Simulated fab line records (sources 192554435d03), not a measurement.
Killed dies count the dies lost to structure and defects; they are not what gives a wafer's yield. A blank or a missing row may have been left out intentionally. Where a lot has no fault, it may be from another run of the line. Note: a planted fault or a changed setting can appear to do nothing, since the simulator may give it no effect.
fab line records	flow n5-finfet
record: lots: 9	wafers: 26	last-day: 19
route steps=1938 shown BEOL_M4@1111 MIM_BOT_LITHO@1864 TV_LITHO@1885 PAD_METAL@1896 PASSIVATION@1910
lots with no fault: from the same line, run without faults
start-h: the number of hours between the record's first day and the start of the first shown wafer of the lot	wait-h: hours since the lot's step before	" identical to the entry in the row above	L1.1+2: a row that stands for several wafers	- either no value or no given start	* or withheld: withheld	< > ~ a bound
route shown NAME@n: names a module that has steps shown in the file, with the first one's number in the route	usual: mean and standard deviation over wafers with no fault	same: alike in all rows	chamber/n: place in a boat	sites: per-site readings	_std_site: standard deviation of those values	_edge_site: mean of outer sites minus mean of inner sites	radius-mm: how far each site lies from the wafer's centre	mask NAME#n: copy n	behind: the last tool/chamber to shape the wafer	hold: reason for holding the lot/hours on hold/outcome of the hold	device: transistor that didn't switch, given as n, p or np	end of line: at the end of the route, the tests of the same wafers	for a step that has no rows: nothing shown but its recipe	killed: dies that structure and defects cost at the first sort, which is not the same as the wafer's yield	map: a wafer's dies, x killed, . not, _ none there
set.NAME: the setting the step ran with; set.NAME@STEP: the setting that earlier step ran with	model.NAME: the simulator's own value behind a step, which no gauge read
route steps across a sampled set of lots; one table per step, one row per wafer
services: a tool's chamber out of use, with start hour (start-h, from the record's first day; less than 0 if before it), hours out, and reason
== steps ==
step: N5_BEOL_M4_RC_MEAS_101
usual: DIBL_N: 36.6/2.1	DIBL_P: 36.5/2.7	IOFF_N: 0.17/0.043	IOFF_P: 0.22/0.045	ION_N: 674/17	ION_P: 461/9.9	SS_N: 71.7/0.79	SS_P: 73.4/0.79	VT_N: 249/4	VT_P: -250/3.3
lot.wafer	tool	chamber	start-h	wait-h	DIBL_N[mV/V]	DIBL_P[mV/V]	IOFF_N[nA/um]	IOFF_P[nA/um]	ION_N[uA/um]	ION_P[uA/um]	SS_N[mV/dec]	SS_P[mV/dec]	VT_N[mV]	VT_P[mV]
L140.2	prober-01	0	188.87	0.2	33.1	33.5	0.10	0.14	647	443	70.5	71.6	258	-256
L140.4	"	0	"	"	34.9	36.1	0.14	0.18	658	454	71.3	73.0	252	-254
L140.5	"	0	"	"	38.3	39.8	0.22	0.24	696	469	72.1	73.2	244	-251
L142.1	prober-02	0	194.93	0.0	40.5	39.4	0.23	0.26	695	463	73.2	74.4	247	-250
L142.2	"	0	"	"	37.7	35.1	0.17	0.19	676	454	72.8	73.9	250	-254
L142.6	"	0	"	"	38.3	37.4	0.20	0.23	693	464	72.4	73.9	248	-248
L146.1	prober-02	0	208.94	0.0	39.1	38.8	0.20	0.23	668	454	72.6	73.9	249	-251
L146.2	"	0	"	"	41.6	42.6	0.28	0.30	695	467	72.6	74.9	243	-248
L146.6	"	0	"	"	41.1	42.1	0.23	0.28	702	472	72.1	74.9	247	-249
L147.2	prober-01	0	209.24	0.2	35.3	37.4	0.13	0.21	659	456	71.8	73.9	252	-251
L147.3	"	0	"	"	32.8	33.5	0.10	0.16	664	462	70.7	72.6	256	-254
L147.5	"	0	"	"	32.1	33.0	0.10	0.15	662	459	71.0	72.1	257	-254
L148.2	prober-01	0	218.80	0.2	35.0	36.0	0.16	0.23	689	474	71.0	73.7	247	-247
L148.5	"	0	"	"	36.8	37.5	0.17	0.24	670	458	71.2	73.5	249	-247
L148.6	"	0	"	"	34.8	35.0	0.15	0.20	680	468	70.5	72.8	250	-251
L151.1	prober-02	0	242.47	0.0	35.8	35.8	0.15	0.18	688	468	72.0	73.0	251	-252
L151.2	"	0	"	"	35.8	36.8	0.16	0.19	660	452	71.7	73.8	247	-252
L151.6	"	0	"	"	36.0	34.5	0.15	0.17	671	451	72.4	73.3	252	-252
L160.2	prober-02	0	284.37	0.2	35.6	35.6	0.15	0.19	665	447	71.4	73.5	252	-254
L160.5	"	0	"	"	35.8	36.1	0.16	0.19	681	456	71.3	73.6	250	-254
L160.6	"	0	"	"	37.1	37.1	0.19	0.22	673	449	72.3	73.9	246	-253
L161.1	prober-02	0	314.36	0.0	36.5	38.2	0.16	0.23	661	455	71.5	74.0	251	-251
L161.3	"	0	"	"	40.9	43.3	0.30	0.37	712	483	72.4	75.4	240	-245
L161.4	"	0	"	"	36.9	38.2	0.18	0.23	682	462	71.4	74.2	247	-251
L162.4	prober-02	0	340.96	0.5	34.8	32.7	0.12	0.14	672	456	70.9	72.0	254	-254
L162.5	"	0	"	"	33.9	32.3	0.10	0.14	645	446	70.4	72.4	257	-256
step: N5_MIM_BOT_LITHO_INSPECT_12
recipe: mode: adi	inspect-instrument: macro
usual: raw-defect-count: 1.9/1.4
lot.wafer	tool	chamber	start-h	wait-h	raw-defect-count
L140.2	defect-inspect-01	-	274.15	0.0	1
L140.4	"	-	"	"	3
L140.5	"	-	"	"	3
L142.1	defect-inspect-01	-	288.90	0.0	2
L142.2	"	-	"	"	1
L142.6	"	-	"	"	1
L147.2	defect-inspect-01	-	304.87	0.0	1
L147.3	"	-	"	"	2
L147.5	"	-	"	"	1
L146.1	defect-inspect-02	-	312.37	0.0	3
L146.2	"	-	"	"	3
L146.6	"	-	"	"	2
L148.2	defect-inspect-02	-	321.96	0.0	3
L148.5	"	-	"	"	3
L148.6	"	-	"	"	1
L151.1	defect-inspect-01	-	333.60	0.0	0
L151.2	"	-	"	"	3
L151.6	"	-	"	"	3
L160.2	defect-inspect-01	-	377.51	0.0	4
L160.5	"	-	"	"	4
L160.6	"	-	"	"	2
L161.1	defect-inspect-01	-	401.51	0.0	3
L161.3	"	-	"	"	1
L161.4	"	-	"	"	3
L162.4	defect-inspect-02	-	436.10	0.0	4
L162.5	"	-	"	"	4
step: N5_MIM_BOT_LITHO_DESCUM_10
recipe: chemistry: O2	time-s: 7.9	source-power-w: 50	bias-power-w: 20	pressure-mtorr: 20	rf-frequency-hz: 2.712e+07	temp-c: 40	o2-flow-sccm: 225
usual: drypump-motor-current-A: 5.9/0.43	oes-product-au: 0.78/0.083	rf-vpp-V: 243.2/1.1	showerhead-plenum-p-Torr: 2.10/0.058	throttle-valve-pct: 20.48/0.26
lot.wafer	tool	chamber	start-h	wait-h	drypump-motor-current-A	oes-product-au	rf-hours-counter-h	rf-vpp-V	showerhead-plenum-p-Torr	throttle-valve-pct
L140.2	rie-diel-01	2	274.19	0.0	6.2	0.86	66	243.3	2.13	20.62
L140.4	"	0	"	"	6.5	0.75	-	245.0	2.17	20.59
L140.5	"	2	"	"	6.2	0.86	-	244.5	2.13	20.62
L142.1	rie-diel-03	1	288.94	0.0	5.5	0.78	110	243.0	2.11	20.63
L142.2	"	3	"	"	6.3	0.82	115	243.3	2.00	19.95
L142.6	"	0	"	"	6.1	0.70	-	243.1	2.11	21.04
L147.2	rie-diel-01	0	304.90	0.0	6.4	0.74	188	245.0	2.16	20.60
L147.3	"	3	"	"	6.1	0.93	10	243.1	2.07	20.57
L147.5	"	1	"	"	5.9	0.69	-	240.5	1.97	20.34
L146.1	rie-diel-06	0	312.40	0.0	5.7	0.75	167	243.0	2.18	20.52
L146.2	"	1	"	"	6.5	0.91	24	243.4	2.11	20.19
L146.6	"	2	"	"	5.4	0.70	-	242.1	2.06	20.38
L148.2	rie-diel-01	1	321.99	0.0	5.9	0.68	222	241.6	1.96	20.34
L148.5	"	0	"	"	6.5	0.73	-	243.5	2.16	20.64
L148.6	"	1	"	"	6.0	0.68	-	242.4	1.97	20.37
L151.1	rie-diel-06	0	333.63	0.0	5.7	0.75	175	245.3	2.18	20.53
L151.2	"	3	"	"	5.3	0.78	89	244.2	2.12	20.51
L151.6	"	3	"	"	5.3	0.78	-	243.7	2.12	20.49
L160.2	rie-diel-06	3	377.54	0.0	5.3	0.76	109	243.1	2.11	20.52
L160.5	"	1	"	"	6.5	0.86	-	244.3	2.10	20.23
L160.6	"	0	"	"	5.7	0.75	-	244.7	2.17	20.58
L161.1	rie-diel-06	2	401.54	0.0	5.4	0.98	4	242.2	2.06	20.16
L161.3	"	0	"	"	5.7	0.74	204	243.4	2.17	20.58
L161.4	"	3	"	"	5.3	0.75	117	243.6	2.11	20.56
L162.4	rie-diel-06	3	436.14	0.0	5.3	0.72	129	242.7	2.10	20.56
L162.5	"	3	"	"	5.3	0.73	-	244.4	2.10	20.56
step: N5_PASSIVATION_INSPECT_61
recipe: mode: adi	inspect-instrument: macro
usual: raw-defect-count: 1.9/1.4
lot.wafer	tool	chamber	start-h	wait-h	raw-defect-count
L140.2	defect-inspect-01	-	279.92	0.0	3
L140.4	"	-	"	"	1
L140.5	"	-	"	"	2
L142.1	defect-inspect-01	-	290.39	0.0	1
L142.2	"	-	"	"	1
L142.6	"	-	"	"	2
L147.2	defect-inspect-01	-	308.74	0.0	2
L147.3	"	-	"	"	5
L147.5	"	-	"	"	4
L146.1	defect-inspect-01	-	314.32	0.0	1
L146.2	"	-	"	"	2
L146.6	"	-	"	"	2
L148.2	defect-inspect-02	-	325.03	0.0	4
L148.5	"	-	"	"	1
L148.6	"	-	"	"	3
L151.1	defect-inspect-02	-	336.05	0.0	3
L151.2	"	-	"	"	2
L151.6	"	-	"	"	3
L160.2	defect-inspect-01	-	379.81	0.0	1
L160.5	"	-	"	"	2
L160.6	"	-	"	"	2
L161.1	defect-inspect-01	-	403.92	0.0	1
L161.3	"	-	"	"	1
L161.4	"	-	"	"	4
L162.4	defect-inspect-02	-	440.66	0.0	5
L162.5	"	-	"	"	2
step: N5_PASSIVATION_AL_DEP_21
recipe: material: Al	target-thk-a: 28000	temp-c: 400	time-s: 170	power-w: 30000	chamber-pressure-pa: 0.4	gas: Ar
usual: throttle-valve-pct: 30.2/0.9
lot.wafer	tool	chamber	start-h	wait-h	throttle-valve-pct
L140.2	pvd-sputter-02	-	281.25	0.1	29.8
L140.4	"	-	"	"	30.7
L140.5	"	-	"	"	29.6
L142.1	pvd-sputter-01	-	291.74	0.1	29.6
L142.2	"	-	"	"	30.6
L142.6	"	-	"	"	29.4
L147.2	pvd-sputter-02	-	310.26	0.1	30.8
L147.3	"	-	"	"	29.8
L147.5	"	-	"	"	29.7
L146.1	pvd-sputter-02	-	315.26	0.1	29.9
L146.2	"	-	"	"	30.8
L146.6	"	-	"	"	29.8
L148.2	pvd-sputter-02	-	326.30	0.1	29.8
L148.5	"	-	"	"	29.8
L148.6	"	-	"	"	30.8
L151.1	pvd-sputter-02	-	337.01	0.1	29.8
L151.2	"	-	"	"	29.5
L151.6	"	-	"	"	30.9
L160.2	pvd-sputter-01	-	380.92	0.1	30.2
L160.5	"	-	"	"	28.6
L160.6	"	-	"	"	30.1
L161.1	pvd-sputter-03	-	404.88	0.1	31.2
L161.3	"	-	"	"	30.4
L161.4	"	-	"	"	30.7
L162.4	pvd-sputter-03	-	442.45	0.1	32.4
L162.5	"	-	"	"	31.2
step: N5_PASSIVATION_ETCH_59
recipe: chemistry: Cl2/BCl3	target: TaN	target-depth-a: 650	time-s: 34.9	ion-energy-ev: 100	pressure-mtorr: 10	icp-w: 900	bias-w: 100	Cl2_flow_sccm: 60	bcl3-flow-sccm: 30
usual: drypump-motor-current-A: 5.6/0.32	oes-product-au: 0.82/0.069	throttle-valve-pct: 20.91/0.11
lot.wafer	tool	chamber	start-h	wait-h	drypump-motor-current-A	oes-product-au	rf-hours-counter-h	throttle-valve-pct
L140.2	rie-metal-02	0	282.31	0.3	6.1	0.85	24	20.96
L140.4	"	0	"	"	6.1	0.85	-	20.97
L140.5	"	1	"	"	5.5	0.82	-	20.82
L142.1	rie-metal-02	1	292.91	0.3	5.5	0.81	37	20.81
L142.2	"	0	"	"	6.1	0.85	26	20.95
L142.6	"	0	"	"	6.1	0.84	-	20.96
L147.2	rie-metal-03	1	311.30	0.3	5.7	0.74	49	21.06
L147.3	"	0	"	"	5.7	0.89	-	20.86
L147.5	"	1	"	"	5.7	0.73	-	21.06
L146.1	rie-metal-02	1	316.43	0.3	5.5	0.80	40	20.84
L146.2	"	0	"	"	6.1	0.83	28	21.00
L146.6	"	1	"	"	5.5	0.80	-	20.82
L148.2	rie-metal-02	1	327.39	0.3	5.5	0.51	41	21.50
L148.5	"	0	"	"	6.1	0.83	-	21.00
L148.6	"	1	"	"	5.5	0.79	-	20.85
L151.1	rie-metal-03	1	338.14	0.3	5.6	0.30	52	22.11
L151.2	"	0	"	"	5.7	0.75	22	21.12
L151.6	"	1	"	"	5.6	0.73	-	21.07
L160.2	rie-metal-02	0	382.22	0.4	6.2	0.81	35	20.98
L160.5	"	1	"	"	5.5	0.78	-	20.86
L160.6	"	0	"	"	6.1	0.81	-	21.00
L161.1	rie-metal-03	1	405.93	0.3	5.6	0.72	58	21.08
L161.3	"	1	"	"	5.7	0.72	-	21.08
L161.4	"	0	"	"	5.6	0.84	-	20.87
L162.4	rie-metal-02	1	443.53	0.2	5.5	0.76	-	20.87
L162.5	"	1	"	"	5.5	0.76	-	20.87
step: N5_PASSIVATION_PROBE_49
usual: defect-limited-yield: 91.5/1.7	killed_at_M0_to_M3: 33/11	killed_at_M4_up: 13/5.2	killed-at-contacts: 11/5.7	killed-at-front-end: 39/11	killed-at-other: 4/3	killed-dies: 101/20	killed-on-rim: 13/4.1	killed-open: 66/15	killed-short: 33/8.4	sort_bin_4_leakage: 0.01/0.073	sort_bin_5_function: 5.0/1.1	sort_bin_6_memory: 3.2/0.69	sort_bin_8_speed: 0.1/0.52	sort-n-pass: 1078/20	sort-yield-pct: 91.4/1.7
same: gross-dies: 1180	killed-at-back-side: 0
lot.wafer	tool	chamber	start-h	wait-h	defect-limited-yield[%]	killed_at_M0_to_M3	killed_at_M4_up	killed-at-contacts	killed-at-front-end	killed-at-other	killed-dies	killed-on-rim	killed-open	killed-short	sort_bin_4_leakage[%]	sort_bin_5_function[%]	sort_bin_6_memory[%]	sort_bin_8_speed[%]	sort-n-pass	sort-yield-pct[%]
L148.2	prober-02	-	331.77	0.1	3.0	20	3	10	28	1084	1145	152	43	16	0	94.9	2.1	0	35	3.0
L148.5	prober-02	-	331.92	0.2	93.3	28	9	6	34	2	79	10	56	20	0	3.7	2.7	0	1101	93.3
L148.6	prober-02	-	331.97	0.3	93.6	30	12	14	20	0	76	10	57	16	0	3.3	2.9	0	1104	93.6
L151.1	prober-01	-	342.43	0.0	0	41	7	8	62	1062	1180	152	76	50	0	95.8	3.8	0	0	0
L151.2	prober-01	-	342.48	0.1	10.0	51	16	11	54	930	1062	152	91	42	0	85.7	3.7	0	118	10.0
L151.6	prober-01	-	342.68	0.3	89.4	21	23	13	64	4	125	18	77	46	0	6.9	3.4	0	1055	89.4
L160.2	prober-01	-	386.72	0.1	91.6	25	16	8	45	5	99	13	69	29	0	4.2	4.0	0	1081	91.6
L160.5	prober-01	-	386.87	0.2	92.5	33	7	11	31	7	89	8	51	36	0	4.2	2.9	0	1091	92.5
L160.6	prober-01	-	386.92	0.3	92.1	36	6	20	26	5	93	9	64	28	0	4.3	3.3	0	1087	92.1
killed by level:class
L148.2 PASSIVATION:area-etch=1083 MOL_CONTACT_COAG:geometric-particle:open=9 DUMMY_GATE:geometric-particle:open=7 BEOL_M2:geometric-particle:open=5 FIN_SAQP:geometric-particle:open=4 BEOL_M0_SAQP:geometric-particle:open=4 BEOL_M0:geometric-particle:open=4 STI_FIN_REVEAL:geometric-particle:open=3
L148.5 DUMMY_GATE:geometric-particle:open=8 BEOL_M3:geometric-particle:open=8 FIN_SAQP:geometric-particle:open=5 STI_FIN_REVEAL:geometric-particle:open=5 BEOL_M0_SAQP:geometric-particle:open=5 BEOL_M1:geometric-particle:open=5 FIN_SAQP:geometric-particle:short=4 MOL_CONTACT_COAG:geometric-particle:short=3
L148.6 BEOL_M3:geometric-particle:open=13 MOL_CONTACT_COAG:geometric-particle:open=11 BEOL_M2:geometric-particle:open=6 DUMMY_GATE:geometric-particle:open=5 BEOL_M8:geometric-particle:open=4 MOL_CONTACT_COAG:geometric-particle:short=3 BEOL_M4:geometric-particle:open=3 STARTING-WAFER:geometric-particle:open=3
L151.1 PASSIVATION:area-etch=1054 STI_FIN_REVEAL:geometric-particle:open=29 FIN_SAQP:geometric-particle:short=12 BEOL_M0_SAQP:geometric-particle:short=8 BEOL_M3:geometric-particle:open=7 BEOL_M1:geometric-particle:short=7 MOL_CONTACT_COAG:geometric-particle:open=6 BEOL_M2:geometric-particle:open=6
L151.2 PASSIVATION:area-etch=929 FIN_SAQP:geometric-particle:short=16 STI_FIN_REVEAL:geometric-particle:open=14 BEOL_M0_SAQP:geometric-particle:open=13 BEOL_M3:geometric-particle:open=13 FIN_SAQP:geometric-particle:open=12 MOL_CONTACT_COAG:geometric-particle:open=9 BEOL_M0_SAQP:geometric-particle:short=9
L151.6 STI_FIN_REVEAL:geometric-particle:open=26 FIN_SAQP:geometric-particle:short=15 BEOL_M0_SAQP:geometric-particle:short=12 MOL_CONTACT_COAG:geometric-particle:open=11 BEOL_M4:geometric-particle:open=10 FIN_SAQP:geometric-particle:open=9 BEOL_M3:geometric-particle:open=5 STI_FIN_REVEAL:geometric-particle:short=3
L160.2 BEOL_M3:geometric-particle:open=9 STI_FIN_REVEAL:geometric-particle:open=8 GATE_CUT:geometric-particle:short=8 FIN_SAQP:geometric-particle:open=7 MOL_CONTACT_COAG:geometric-particle:open=7 GATE_CUT:geometric-particle:open=6 FIN_SAQP:geometric-particle:short=5 BEOL_M4:geometric-particle:open=5
L160.5 BEOL_M0_SAQP:geometric-particle:short=9 BEOL_M3:geometric-particle:open=9 FIN_SAQP:geometric-particle:open=8 GATE_CUT:geometric-particle:short=8 MOL_CONTACT_COAG:geometric-particle:open=7 FIN_SAQP:geometric-particle:short=5 BEOL_M0_SAQP:geometric-particle:open=5 BEOL_M2:geometric-particle:open=5
L160.6 MOL_CONTACT_COAG:geometric-particle:open=16 BEOL_M3:geometric-particle:open=12 BEOL_M3:geometric-particle:short=7 BEOL_M2:geometric-particle:open=6 BEOL_M0_SAQP:geometric-particle:open=6 FIN_SAQP:geometric-particle:open=5 STI_FIN_REVEAL:geometric-particle:open=5 FIN_SAQP:geometric-particle:short=4
== services ==
tool	chamber	start-h	hours	kind
rie-metal-03	-	254.30	4.3	pm
rie-diel-01	3	255.63	-	clean
rie-diel-01	3	255.63	-	consumable-replace:focus-ring
rie-diel-01	3	255.63	20.5	scheduled-down
rie-diel-01	3	255.63	20.5	vent-cycle
rie-diel-06	3	307.81	6.7	repair
rie-diel-01	3	330.01	15.9	repair
rie-diel-06	2	338.04	-	clean
rie-diel-06	2	338.04	-	consumable-replace:focus-ring
rie-diel-06	2	338.04	18.1	scheduled-down
rie-diel-06	2	338.04	18.1	vent-cycle
rie-diel-01	0	343.02	22.2	repair
pvd-sputter-01	-	354.49	2.5	repair
rie-diel-06	2	359.48	33.0	repair
rie-metal-02	-	382.39	1.4	pm
rie-metal-03	-	396.20	0.2	repair
rie-diel-01	1	397.74	-	clean
rie-diel-01	1	397.74	-	consumable-replace:focus-ring
rie-diel-01	3	402.61	1.9	repair
rie-diel-06	3	402.89	5.8	repair
rie-metal-02	0	404.04	19.2	repair
rie-diel-06	2	409.65	23.8	repair
pvd-sputter-03	-	437.36	3.9	repair
pvd-sputter-02	-	441.72	1.2	repair
== key ==
first-sign: step: N5_PASSIVATION_ETCH_59	reading: oes-product-au	direction: down	sigmas: 4.4	usual: 0.82	struck: 0.52	wafers-moved: 2
effect: step: N5_PASSIVATION_PROBE_49	reading: killed-at-other	direction: up	sigmas: 99+	usual: 4	struck: 1025
more-kills-born-at: N5_PASSIVATION_ETCH_59@rie-metal-03: 1983	N5_PASSIVATION_ETCH_59@rie-metal-02: 1083
met-at N5_PASSIVATION_AL_DEP_21
struck-lots L148,L151
struck-wafers L148.2,L151.1,L151.2
later-rows-left-out L148.2,L151.1,L151.2
not-acting-at N5_MIM_BOT_LITHO_INSPECT_12,N5_MIM_BOT_LITHO_DESCUM_10,N5_PASSIVATION_INSPECT_61
onset-between 315.26 326.30
fault: kind: process-parameter-drift	tool: pvd-sputter-02	chamber: -	onset-h: 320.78	steps: N5_PASSIVATION_AL_DEP_21	channel: time-s	offset: *	shape: step	end-h: 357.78	scope: struck-wafers-only	acts-in: *	stated: *
later-rows-left-out: the simulator's readings of these wafers behind a module that went badly wrong aren't trusted and aren't shown, but for the sort
